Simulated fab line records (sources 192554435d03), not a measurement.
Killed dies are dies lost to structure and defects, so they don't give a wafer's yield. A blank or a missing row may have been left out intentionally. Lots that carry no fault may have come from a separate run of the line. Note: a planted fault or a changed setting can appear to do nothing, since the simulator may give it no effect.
fab line records	flow n5_finfet
record: lots: 24	wafers: 72	last_day: 17
route steps=1938 shown BEOL_M5@1113 BEOL_M6@1197
lots that met no fault: from a run of the same line without faults
start_h: the number of hours between the record's first day and the start of the first shown wafer of the lot	wait_h: hours from the lot's prior step to this one	" the same as in the row above	L1.1+2: a row that stands for several wafers	- no value, or no start was given	* or withheld: withheld	< > ~ a bound
route shown NAME@n: NAME is a module with steps in the file, n the number in the route of the first one	usual: mean and standard deviation over wafers with no fault	same: alike in all rows	chamber/n: place in a boat	sites: per-site readings	_std_site: standard deviation of those values	_edge_site: the outer-site mean with the inner-site mean subtracted	radius_mm: how far each site lies from the wafer's centre	mask NAME#n: copy n	behind: the most recent tool/chamber to have shaped the wafer	hold: what put the lot on hold/how long, in hours/how the hold closed	device: whichever transistor did not switch (one of n, p or np)	end of line: the tests these same wafers got at the end of their route	where a step has no rows: the recipe by itself	killed: the dies lost at the first sort to structure and to defects; this is not the yield of the wafer	map: per-die view of a wafer (x killed, . not killed, _ where there is no die)
set.NAME: the setting the step ran with; set.NAME@STEP: the setting that earlier step ran with	model.NAME: the simulator's own value behind a step, which no gauge read
the route's steps for a sample of lots (tables are steps, rows are wafers)
services: a tool's chamber out of use, with start hour (start_h, from the record's first day; less than 0 if before it), hours out, and reason
== steps ==
step: N5_BEOL_M5_CURE_79
recipe: temp_c: 385	time_s: 240	ambient: He/Ar	material: SiCOH_lowk
usual: lamp_power_pct: 52.32/0.053	wafer_temp_C_max: 387.0/0.74
lot.wafer	tool	chamber	start_h	wait_h	lamp_power_pct	wafer_temp_C_max
L074.1	uv_cure-03	0	164.75	0.0	52.37	386.9
L074.3	"	0	"	"	52.32	387.1
L074.6	"	0	"	"	52.38	386.8
L075.1	uv_cure-03	2	183.58	0.0	52.29	386.9
L075.4	"	2	"	"	52.45	386.3
L075.5	"	2	"	"	52.30	386.8
L077.2	uv_cure-03	0	190.17	0.1	52.27	387.0
L077.3	"	0	"	"	52.27	386.9
L077.6	"	0	"	"	52.31	387.1
L076.4	uv_cure-02	2	190.74	0.3	52.31	385.8
L076.5	"	2	"	"	52.30	386.2
L076.6	"	2	"	"	52.39	386.1
L078.1	uv_cure-02	1	191.46	0.5	52.27	387.7
L078.5	"	1	"	"	52.29	387.2
L078.6	"	1	"	"	52.31	388.0
L079.1	uv_cure-02	1	196.38	0.0	52.29	388.7
L079.4	"	1	"	"	52.23	388.5
L079.5	"	1	"	"	52.42	388.6
L081.2	uv_cure-03	0	200.41	0.1	52.26	386.8
L081.3	"	0	"	"	52.24	386.9
L081.6	"	0	"	"	52.34	386.9
L080.3	uv_cure-03	2	215.67	0.7	52.35	387.1
L080.4	"	2	"	"	52.20	386.8
L080.5	"	2	"	"	52.40	386.7
L082.3	uv_cure-02	1	217.05	0.2	52.39	387.8
L082.5	"	1	"	"	52.30	388.2
L082.6	"	1	"	"	52.32	388.8
L083.2	uv_cure-02	1	219.29	0.4	52.23	387.7
L083.3	"	1	"	"	52.32	387.4
L083.5	"	1	"	"	52.38	387.6
L084.2	uv_cure-03	0	236.86	0.1	52.28	386.8
L084.3	"	0	"	"	52.29	386.8
L084.5	"	0	"	"	52.42	387.2
L085.1	uv_cure-01	0	237.52	0.1	52.24	386.0
L085.4	"	0	"	"	52.32	386.7
L085.5	"	0	"	"	52.31	386.3
L088.4	uv_cure-03	0	243.16	0.3	52.38	386.8
L088.5	"	0	"	"	52.26	386.8
L088.6	"	0	"	"	52.33	386.9
L086.2	uv_cure-01	1	243.54	0.1	52.38	388.0
L086.3	"	1	"	"	52.32	386.8
L086.6	"	1	"	"	52.41	387.8
L087.1	uv_cure-03	0	261.51	0.0	52.28	386.7
L087.5	"	0	"	"	52.30	387.7
L087.6	"	0	"	"	52.28	387.4
L089.1	uv_cure-01	0	263.33	0.0	52.21	386.6
L089.3	"	0	"	"	52.26	385.9
L089.5	"	0	"	"	52.26	386.4
L090.4	uv_cure-01	0	269.91	0.3	52.34	386.4
L090.5	"	0	"	"	52.36	386.5
L090.6	"	0	"	"	52.27	386.5
L091.2	uv_cure-01	2	271.77	0.1	52.32	386.0
L091.4	"	2	"	"	52.34	386.1
L091.6	"	2	"	"	52.39	385.7
L092.1	uv_cure-01	2	275.41	0.2	52.42	386.0
L092.2	"	2	"	"	52.35	386.2
L092.3	"	2	"	"	52.38	385.8
L093.2	uv_cure-03	1	275.63	0.1	52.34	386.6
L093.4	"	1	"	"	52.40	386.9
L093.5	"	1	"	"	52.31	387.0
L094.1	uv_cure-03	1	293.05	0.0	52.30	386.8
L094.4	"	1	"	"	52.43	387.3
L094.5	"	1	"	"	52.39	386.6
L095.2	uv_cure-03	2	297.36	0.6	52.25	386.2
L095.5	"	2	"	"	52.35	386.8
L095.6	"	2	"	"	52.27	386.5
L096.2	uv_cure-01	1	301.63	0.1	52.34	387.6
L096.4	"	1	"	"	52.32	388.1
L096.5	"	1	"	"	52.38	388.2
L097.3	uv_cure-01	2	302.64	0.2	52.31	386.4
L097.4	"	2	"	"	52.32	385.9
L097.5	"	2	"	"	52.29	386.0
step: N5_BEOL_M5_PECVD_70
recipe: material: SiO2	target_thk_a: 160	temp_c: 400	precursor: TEOS/O2	pressure_torr: 5.5	rf_w: 450	teos_flow_sccm: 53.8	gas: O2	flow_sccm: 3000	time_s: 18
usual: heater_power_w: 667/82	showerhead_plenum_p_Torr: 8.81/0.085	throttle_valve_pct: 22.3/1.5
lot.wafer	tool	chamber	start_h	wait_h	heater_power_w	showerhead_plenum_p_Torr	throttle_valve_pct
L074.1	pecvd-02	2	165.30	0.0	711	8.70	20.9
L074.3	"	1	"	"	616	8.89	25.5
L074.6	"	1	"	"	610	8.90	25.3
L075.1	pecvd-02	0	184.13	0.0	578	8.80	20.9
L075.4	"	0	"	"	603	8.80	21.1
L075.5	"	2	"	"	734	8.73	20.9
L077.2	pecvd-02	0	190.64	0.0	697	8.80	21.0
L077.3	"	1	"	"	602	8.93	25.5
L077.6	"	2	"	"	640	8.71	21.3
L076.4	pecvd-01	1	191.07	0.1	836	8.84	23.9
L076.5	"	0	"	"	639	8.92	21.8
L076.6	"	2	"	"	713	8.66	25.0
L078.1	pecvd-04	0	192.01	0.0	698	8.72	20.9
L078.5	"	0	"	"	717	8.72	20.9
L078.6	"	2	"	"	617	8.81	22.3
L079.1	pecvd-04	0	196.93	0.0	711	8.71	21.1
L079.4	"	0	"	"	685	8.75	21.1
L079.5	"	1	"	"	679	8.82	22.3
L081.2	pecvd-04	0	200.89	0.0	568	8.75	21.1
L081.3	"	1	"	"	655	8.85	22.1
L081.6	"	1	"	"	671	8.82	22.3
L080.3	pecvd-01	0	217.04	0.1	650	8.91	21.9
L080.4	"	1	"	"	789	8.85	24.4
L080.5	"	0	"	"	656	8.92	21.8
L082.3	pecvd-01	1	217.46	0.1	801	8.84	24.5
L082.5	"	0	"	"	732	8.90	21.8
L082.6	"	1	"	"	835	8.83	24.3
L083.2	pecvd-04	0	219.76	0.0	616	8.71	20.9
L083.3	"	1	"	"	736	8.82	22.2
L083.5	"	2	"	"	601	8.82	22.4
L084.2	pecvd-01	0	237.33	0.0	748	8.92	21.8
L084.3	"	2	"	"	728	8.64	20.5
L084.5	"	2	"	"	714	8.62	20.4
L085.1	pecvd-01	0	238.07	0.0	704	8.92	21.7
L085.4	"	0	"	"	704	8.91	21.8
L085.5	"	1	"	"	837	8.85	24.5
L088.4	pecvd-02	0	243.49	0.1	675	8.79	20.9
L088.5	"	1	"	"	579	8.93	25.8
L088.6	"	2	"	"	669	8.70	21.1
L086.2	pecvd-04	2	244.01	0.0	522	8.80	22.4
L086.3	"	2	"	"	530	8.84	22.3
L086.6	"	2	"	"	549	8.83	22.4
L087.1	pecvd-01	2	262.08	0.0	646	8.65	20.4
L087.5	"	1	"	"	821	8.82	24.1
L087.6	"	2	"	"	654	8.65	20.4
L089.1	pecvd-01	1	263.88	0.0	794	8.84	24.4
L089.3	"	0	"	"	651	8.91	21.8
L089.5	"	0	"	"	652	8.95	22.0
L090.4	pecvd-04	0	270.24	0.1	644	8.74	21.0
L090.5	"	1	"	"	639	8.83	22.3
L090.6	"	2	"	"	497	8.81	22.2
L091.2	pecvd-04	0	272.24	0.0	720	8.73	20.9
L091.4	"	0	"	"	717	8.75	21.2
L091.6	"	2	"	"	580	8.81	22.3
L092.1	pecvd-01	1	275.96	0.0	824	8.84	24.4
L092.2	"	2	"	"	748	8.67	20.3
L092.3	"	0	"	"	623	8.92	21.7
L093.2	pecvd-02	0	276.10	0.0	688	8.80	21.2
L093.4	"	2	"	"	714	8.72	21.2
L093.5	"	0	"	"	684	8.81	21.0
L094.1	pecvd-04	0	294.08	0.0	702	8.74	21.1
L094.4	"	2	"	"	578	8.78	22.3
L094.5	"	1	"	"	675	8.86	22.5
L095.2	pecvd-04	2	298.23	0.0	510	8.79	22.8
L095.5	"	1	"	"	716	8.83	22.2
L095.6	"	2	"	"	522	8.81	22.4
L096.2	pecvd-02	1	302.10	0.0	526	8.90	25.2
L096.4	"	0	"	"	581	8.77	20.9
L096.5	"	1	"	"	529	8.92	25.2
L097.3	pecvd-02	1	303.03	0.0	524	8.91	25.5
L097.4	"	1	"	"	524	8.94	25.5
L097.5	"	2	"	"	651	8.69	21.2
step: N5_BEOL_M5_INSPECT_30
recipe: mode: adi	inspect_instrument: brightfield
usual: raw_defect_count: 441/110
lot.wafer	tool	chamber	start_h	wait_h	raw_defect_count
L074.1	defect_inspect-02	-	168.93	0.1	196
L074.3	"	-	"	"	464
L074.6	"	-	"	"	324
L075.1	defect_inspect-02	-	186.54	0.1	459
L075.4	"	-	"	"	363
L075.5	"	-	"	"	376
L077.2	defect_inspect-02	-	193.95	0.0	344
L077.3	"	-	"	"	234
L077.6	"	-	"	"	338
L076.4	defect_inspect-02	-	194.00	0.0	368
L076.5	"	-	"	"	368
L076.6	"	-	"	"	314
L078.1	defect_inspect-01	-	194.05	0.1	587
L078.5	"	-	"	"	566
L078.6	"	-	"	"	615
L079.1	defect_inspect-01	-	202.32	0.1	416
L079.4	"	-	"	"	470
L079.5	"	-	"	"	427
L081.2	defect_inspect-01	-	205.12	0.0	387
L081.3	"	-	"	"	510
L081.6	"	-	"	"	429
L080.3	defect_inspect-01	-	219.00	0.0	348
L080.4	"	-	"	"	417
L080.5	"	-	"	"	329
L082.3	defect_inspect-01	-	219.10	0.0	541
L082.5	"	-	"	"	553
L082.6	"	-	"	"	440
L083.2	defect_inspect-01	-	224.56	0.0	404
L083.3	"	-	"	"	687
L083.5	"	-	"	"	539
L085.1	defect_inspect-02	-	241.02	0.1	453
L085.4	"	-	"	"	539
L085.5	"	-	"	"	258
L084.2	defect_inspect-01	-	241.20	0.0	484
L084.3	"	-	"	"	666
L084.5	"	-	"	"	560
L088.4	defect_inspect-02	-	246.46	0.0	545
L088.5	"	-	"	"	332
L088.6	"	-	"	"	354
L086.2	defect_inspect-01	-	246.89	0.0	569
L086.3	"	-	"	"	538
L086.6	"	-	"	"	536
L087.1	defect_inspect-02	-	263.66	0.1	431
L087.5	"	-	"	"	419
L087.6	"	-	"	"	452
L089.1	defect_inspect-01	-	269.13	0.1	462
L089.3	"	-	"	"	417
L089.5	"	-	"	"	649
L090.4	defect_inspect-01	-	274.62	0.0	463
L090.5	"	-	"	"	466
L090.6	"	-	"	"	474
L092.1	defect_inspect-01	-	280.18	0.1	451
L092.2	"	-	"	"	357
L092.3	"	-	"	"	384
L091.2	defect_inspect-01	-	280.23	0.0	325
L091.4	"	-	"	"	431
L091.6	"	-	"	"	352
L093.2	defect_inspect-02	-	280.40	0.0	452
L093.4	"	-	"	"	303
L093.5	"	-	"	"	274
L094.1	defect_inspect-01	-	296.87	0.1	474
L094.4	"	-	"	"	493
L094.5	"	-	"	"	469
L095.2	defect_inspect-02	-	303.61	0.0	445
L095.5	"	-	"	"	478
L095.6	"	-	"	"	490
L097.3	defect_inspect-02	-	306.60	0.0	535
L097.4	"	-	"	"	404
L097.5	"	-	"	"	445
L096.2	defect_inspect-01	-	306.65	0.0	499
L096.4	"	-	"	"	461
L096.5	"	-	"	"	585
step: N5_BEOL_M5_CMP_52
recipe: stop_on: SiCOH_lowk	t_overpolish_s: 6.9	down_force_psi: 1	platen_rpm: 50	clearing_platen_down_force_psi: 1.5	clearing_platen_rpm: 50	post_cmp_clean: cu_alkaline	target_thk_nm: 62	clearing_platen_pad_velocity_m_s: 0.99484	pad_velocity_m_s: 0.99484
usual: barrier_field_endpoint_s: 24.8/0.65	motor_current_A: 6.2/0.41	overpolish_run_s: 6.898/0.0088	time_to_endpoint_s: 64/3.2
lot.wafer	tool	chamber	start_h	wait_h	barrier_field_endpoint_s	motor_current_A	overpolish_run_s	time_to_endpoint_s
L074.3	cmp-02	3	176.33	0.2	24.0	5.4	6.912	59
L074.1	"	0	"	"	24.2	6.6	6.894	63
L074.6	"	2	"	"	25.1	6.5	6.892	65
L075.1	cmp-02	2	194.10	0.3	24.6	6.6	6.900	63
L075.4	"	3	"	"	24.7	5.4	6.890	58
L075.5	"	0	"	"	25.0	6.7	6.899	60
L076.4	cmp-03	0	201.00	0.2	24.7	6.1	6.884	60
L076.5	"	2	"	"	24.0	5.9	6.902	58
L076.6	"	3	"	"	24.6	6.4	6.894	61
L077.2	cmp-02	1	201.06	0.2	25.5	6.9	6.895	68
L077.3	"	0	"	"	24.1	6.3	6.888	62
L077.6	"	2	"	"	25.0	6.3	6.911	65
L078.1	cmp-02	0	203.17	0.3	24.0	6.6	6.895	59
L078.5	"	3	"	"	24.1	5.3	6.894	61
L078.6	"	0	"	"	23.8	6.5	6.903	59
L079.1	cmp-02	2	209.87	0.3	24.4	7.0	6.896	63
L079.4	"	1	"	"	25.2	6.4	6.896	67
L079.5	"	3	"	"	25.2	5.2	6.897	63
L081.2	cmp-03	0	212.28	0.2	25.1	6.4	6.897	64
L081.3	"	2	"	"	24.7	6.1	6.904	64
L081.6	"	0	"	"	24.8	5.9	6.904	62
L080.4	cmp-04	1	225.59	0.1	25.2	6.5	6.914	64
L080.3	"	3	"	"	25.1	6.1	6.872	63
L080.5	"	1	"	"	25.3	6.4	6.879	62
L082.3	cmp-04	3	227.94	0.2	25.2	6.5	6.902	65
L082.6	"	3	"	"	25.1	6.2	6.886	62
L082.5	"	0	"	"	24.8	5.3	6.893	61
L083.2	cmp-04	0	231.34	0.2	25.1	5.5	6.890	63
L083.3	"	2	"	"	24.5	5.7	6.898	61
L083.5	"	1	"	"	25.9	6.3	6.900	67
L085.4	cmp-04	1	248.52	0.1	25.2	6.4	6.892	69
L085.1	"	2	"	"	24.2	5.8	6.914	66
L085.5	"	2	"	"	24.7	6.1	6.898	67
L084.3	cmp-02	2	249.78	0.3	25.5	6.6	6.898	66
L084.2	"	0	"	"	24.8	6.3	6.890	65
L084.5	"	1	"	"	26.9	6.6	6.912	71
L088.4	cmp-03	0	253.63	0.3	25.2	5.8	6.893	65
L088.5	"	1	"	"	24.4	6.7	6.894	62
L088.6	"	2	"	"	25.3	6.0	6.912	65
L086.3	cmp-03	3	254.05	0.3	24.9	6.4	6.891	65
L086.2	"	2	"	"	24.8	6.2	6.880	65
L086.6	"	0	"	"	25.3	6.3	6.880	67
L087.1	cmp-02	0	271.96	0.3	24.2	6.2	6.888	65
L087.6	"	3	"	"	25.4	5.4	6.898	67
L087.5	"	0	"	"	25.2	6.2	6.888	63
L089.3	cmp-04	1	275.83	0.2	23.9	5.8	6.899	59
L089.1	"	3	"	"	24.6	6.2	6.911	64
L089.5	"	1	"	"	24.2	6.2	6.897	63
L090.4	cmp-02	0	283.24	0.1	24.4	6.5	6.906	63
L090.6	"	0	"	"	24.8	6.2	6.899	61
L090.5	"	1	"	"	26.0	6.5	6.887	67
L092.3	cmp-04	1	286.74	0.2	24.0	6.4	6.894	63
L092.1	"	2	"	"	24.2	5.8	6.891	63
L092.2	"	3	"	"	24.0	6.3	6.901	64
L091.2	cmp-03	3	287.29	0.4	24.6	6.5	6.896	67
L091.4	"	0	"	"	25.4	6.2	6.893	67
L091.6	"	3	"	"	25.9	6.4	6.909	65
L093.4	cmp-03	3	289.16	0.2	25.6	6.6	6.903	68
L093.2	"	0	"	"	24.9	6.0	6.890	65
L093.5	"	1	"	"	24.3	6.9	6.904	65
L094.4	cmp-02	0	304.87	0.1	24.2	6.3	6.893	64
L094.1	"	1	"	"	24.5	6.4	6.894	70
L094.5	"	0	"	"	24.6	6.5	6.893	64
L095.2	cmp-02	0	312.21	0.2	25.1	6.7	6.892	66
L095.6	"	0	"	"	24.9	6.6	6.875	63
L095.5	"	1	"	"	25.5	6.8	6.894	70
L097.3	cmp-03	2	314.46	0.2	23.3	6.2	6.903	57
L097.4	"	3	"	"	23.6	6.5	6.895	59
L097.5	"	3	"	"	24.7	6.6	6.903	62
L096.4	cmp-04	3	314.62	0.1	25.3	6.5	6.900	66
L096.2	"	0	"	"	24.2	5.3	6.916	62
L096.5	"	3	"	"	24.9	5.9	6.894	64
step: N5_BEOL_M6_PECVD_70
recipe: material: SiO2	target_thk_a: 200	temp_c: 400	precursor: TEOS/O2	pressure_torr: 5.5	rf_w: 450	teos_flow_sccm: 53.8	gas: O2	flow_sccm: 3000	time_s: 22.7
usual: heater_power_w: 701/88	showerhead_plenum_p_Torr: 8.80/0.11	throttle_valve_pct: 22.6/1.9
lot.wafer	tool	chamber	start_h	wait_h	heater_power_w	showerhead_plenum_p_Torr	throttle_valve_pct
L074.1	pecvd-01	1	177.57	0.0	853	8.83	24.6
L074.3	"	0	"	"	717	8.89	21.7
L074.6	"	2	"	"	761	8.66	25.0
L075.1	pecvd-01	2	195.25	0.0	707	8.67	25.1
L075.4	"	2	"	"	723	8.67	25.2
L075.5	"	2	"	"	721	8.68	25.1
L076.4	pecvd-03	1	202.17	0.1	641	8.66	20.4
L076.5	"	2	"	"	686	8.72	20.5
L076.6	"	0	"	"	512	8.88	25.5
L077.2	pecvd-01	1	202.29	0.0	799	8.82	24.3
L077.3	"	0	"	"	757	8.94	21.8
L077.6	"	0	"	"	727	8.91	21.6
L078.1	pecvd-02	2	204.37	0.0	707	8.68	21.3
L078.5	"	1	"	"	561	8.93	25.4
L078.6	"	0	"	"	591	8.81	21.0
L079.1	pecvd-03	1	211.12	0.0	713	8.64	20.4
L079.4	"	0	"	"	570	8.86	25.3
L079.5	"	1	"	"	692	8.65	20.5
L081.2	pecvd-01	0	213.48	0.0	632	8.91	21.9
L081.3	"	0	"	"	657	8.93	21.9
L081.6	"	1	"	"	870	8.87	24.4
L080.3	pecvd-01	0	226.92	0.1	697	8.94	21.9
L080.4	"	1	"	"	813	8.82	24.5
L080.5	"	1	"	"	788	8.85	24.3
L082.3	pecvd-01	1	229.25	0.1	856	8.84	24.2
L082.5	"	1	"	"	838	8.83	24.1
L082.6	"	0	"	"	680	8.93	21.8
L083.2	pecvd-01	2	233.33	0.0	707	8.65	20.0
L083.3	"	1	"	"	816	8.83	24.1
L083.5	"	0	"	"	643	8.92	22.1
L085.1	pecvd-01	2	249.82	0.0	763	8.65	20.5
L085.4	"	2	"	"	757	8.65	20.1
L085.5	"	1	"	"	833	8.85	24.4
L084.2	pecvd-01	2	250.97	0.0	734	8.65	20.3
L084.3	"	0	"	"	716	8.92	21.8
L084.5	"	1	"	"	736	8.85	24.4
L088.4	pecvd-03	0	254.76	0.1	509	8.87	25.4
L088.5	"	2	"	"	590	8.71	20.8
L088.6	"	0	"	"	510	8.88	25.4
L086.2	pecvd-01	0	255.29	0.0	727	8.95	21.6
L086.3	"	1	"	"	732	8.83	24.6
L086.6	"	2	"	"	739	8.66	20.3
L087.1	pecvd-03	2	273.15	0.0	641	8.74	20.7
L087.5	"	2	"	"	638	8.74	20.8
L087.6	"	0	"	"	556	8.86	25.6
L089.1	pecvd-01	2	277.55	0.0	744	8.64	20.3
L089.3	"	0	"	"	638	8.92	22.1
L089.5	"	0	"	"	642	8.93	21.7
L090.4	pecvd-01	1	284.97	0.1	826	8.85	24.6
L090.5	"	2	"	"	692	8.68	20.2
L090.6	"	0	"	"	733	8.94	21.7
L092.1	pecvd-03	2	287.94	0.0	699	8.71	20.8
L092.2	"	0	"	"	551	8.87	25.5
L092.3	"	1	"	"	675	8.66	20.8
L091.2	pecvd-01	1	288.50	0.0	745	8.82	23.9
L091.4	"	0	"	"	634	8.93	22.0
L091.6	"	1	"	"	754	8.82	24.3
L093.2	pecvd-03	2	290.40	0.0	572	8.71	20.8
L093.4	"	0	"	"	504	8.88	25.3
L093.5	"	1	"	"	709	8.67	20.6
L094.1	pecvd-01	1	306.21	0.0	825	8.83	24.4
L094.4	"	0	"	"	725	8.93	21.8
L094.5	"	1	"	"	828	8.84	24.3
L095.2	pecvd-01	2	313.99	0.0	728	8.64	20.8
L095.5	"	0	"	"	731	8.92	21.8
L095.6	"	1	"	"	804	8.85	24.5
L097.3	pecvd-02	1	316.23	0.0	585	8.92	25.2
L097.4	"	2	"	"	748	8.72	21.4
L097.5	"	1	"	"	591	8.91	25.5
L096.2	pecvd-01	2	316.42	0.0	664	8.65	20.4
L096.4	"	1	"	"	770	8.86	24.3
L096.5	"	2	"	"	686	8.68	20.6
step: N5_BEOL_M6_HM_DEP_02
recipe: material: TiN	target_thk_a: 200	temp_c: 25	chamber_pressure_pa: 0.49996
usual: throttle_valve_pct: 29.5/1.1
lot.wafer	tool	chamber	start_h	wait_h	throttle_valve_pct
L074.1	pvd_sputter-03	-	178.34	0.8	29.4
L074.3	"	-	"	"	29.1
L074.6	"	-	"	"	29.3
L075.1	pvd_sputter-02	-	195.52	0.2	30.2
L075.4	"	-	"	"	30.0
L075.5	"	-	"	"	30.6
L076.4	pvd_sputter-03	-	202.90	0.7	27.3
L076.5	"	-	"	"	27.4
L076.6	"	-	"	"	29.3
L077.2	pvd_sputter-03	-	203.08	0.8	29.7
L077.3	"	-	"	"	27.4
L077.6	"	-	"	"	27.6
L078.1	pvd_sputter-03	-	205.86	1.5	30.0
L078.5	"	-	"	"	29.5
L078.6	"	-	"	"	29.1
L079.1	pvd_sputter-02	-	213.07	1.9	30.6
L079.4	"	-	"	"	29.2
L079.5	"	-	"	"	30.5
L081.2	pvd_sputter-03	-	213.86	0.4	29.6
L081.3	"	-	"	"	30.0
L081.6	"	-	"	"	29.3
L080.3	pvd_sputter-03	-	227.52	0.6	27.4
L080.4	"	-	"	"	30.3
L080.5	"	-	"	"	29.1
L082.3	pvd_sputter-01	-	229.33	0.1	31.7
L082.5	"	-	"	"	31.6
L082.6	"	-	"	"	28.3
L083.2	pvd_sputter-03	-	234.10	0.8	28.7
L083.3	"	-	"	"	29.7
L083.5	"	-	"	"	30.0
L085.1	pvd_sputter-01	-	253.36	3.5	28.3
L085.4	"	-	"	"	31.7
L085.5	"	-	"	"	28.2
L084.2	pvd_sputter-01	-	253.46	2.5	30.3
L084.3	"	-	"	"	31.8
L084.5	"	-	"	"	30.1
L088.4	pvd_sputter-03	-	256.82	2.0	30.3
L088.5	"	-	"	"	30.4
L088.6	"	-	"	"	27.4
L086.2	pvd_sputter-03	-	256.92	1.6	29.5
L086.3	"	-	"	"	30.2
L086.6	"	-	"	"	27.4
L087.1	pvd_sputter-02	-	275.42	2.2	30.2
L087.5	"	-	"	"	29.3
L087.6	"	-	"	"	30.6
L089.1	pvd_sputter-02	-	280.58	3.0	29.3
L089.3	"	-	"	"	30.0
L089.5	"	-	"	"	29.3
L090.4	pvd_sputter-03	-	286.84	1.9	30.1
L090.5	"	-	"	"	29.2
L090.6	"	-	"	"	30.1
L092.1	pvd_sputter-03	-	288.56	0.6	28.9
L092.2	"	-	"	"	27.3
L092.3	"	-	"	"	29.7
L091.2	pvd_sputter-03	-	288.70	0.2	29.1
L091.4	"	-	"	"	27.7
L091.6	"	-	"	"	29.8
L093.2	pvd_sputter-03	-	291.69	1.3	27.7
L093.4	"	-	"	"	30.2
L093.5	"	-	"	"	30.1
L094.1	pvd_sputter-03	-	307.44	1.2	29.6
L094.4	"	-	"	"	27.6
L094.5	"	-	"	"	27.5
L095.2	pvd_sputter-01	-	314.29	0.3	28.2
L095.5	"	-	"	"	30.5
L095.6	"	-	"	"	31.9
L097.3	pvd_sputter-01	-	316.83	0.6	30.2
L097.4	"	-	"	"	28.2
L097.5	"	-	"	"	28.1
L096.2	pvd_sputter-03	-	317.00	0.6	27.4
L096.4	"	-	"	"	29.0
L096.5	"	-	"	"	29.2
== services ==
tool	chamber	start_h	hours	kind
pecvd-04	0	142.65	15.8	repair
pecvd-02	-	156.71	0.9	repair
cmp-02	-	179.60	1.8	repair
cmp-04	-	184.25	1.1	repair
uv_cure-01	-	185.44	7.5	pm
pecvd-04	1	186.97	5.1	repair
pecvd-01	0	193.17	7.0	repair
cmp-04	-	198.19	22.5	repair
uv_cure-03	-	207.06	0.8	repair
pecvd-04	-	216.52	1.1	repair
cmp-03	-	221.66	4.0	pm
cmp-02	-	223.84	3.7	repair
pecvd-04	0	230.12	17.9	repair
cmp-04	-	231.92	0.6	repair
uv_cure-01	-	247.66	8.7	repair
cmp-03	-	248.75	2.2	repair
cmp-03	-	265.83	7.2	pm
pecvd-01	-	270.76	0.9	repair
cmp-04	-	271.38	4.0	pm
pvd_sputter-03	-	277.53	2.1	repair
cmp-03	-	278.20	0.8	repair
cmp-02	-	287.59	5.1	pm
cmp-02	-	295.00	0.6	repair
cmp-04	-	313.35	0.6	repair
== key ==
fault none
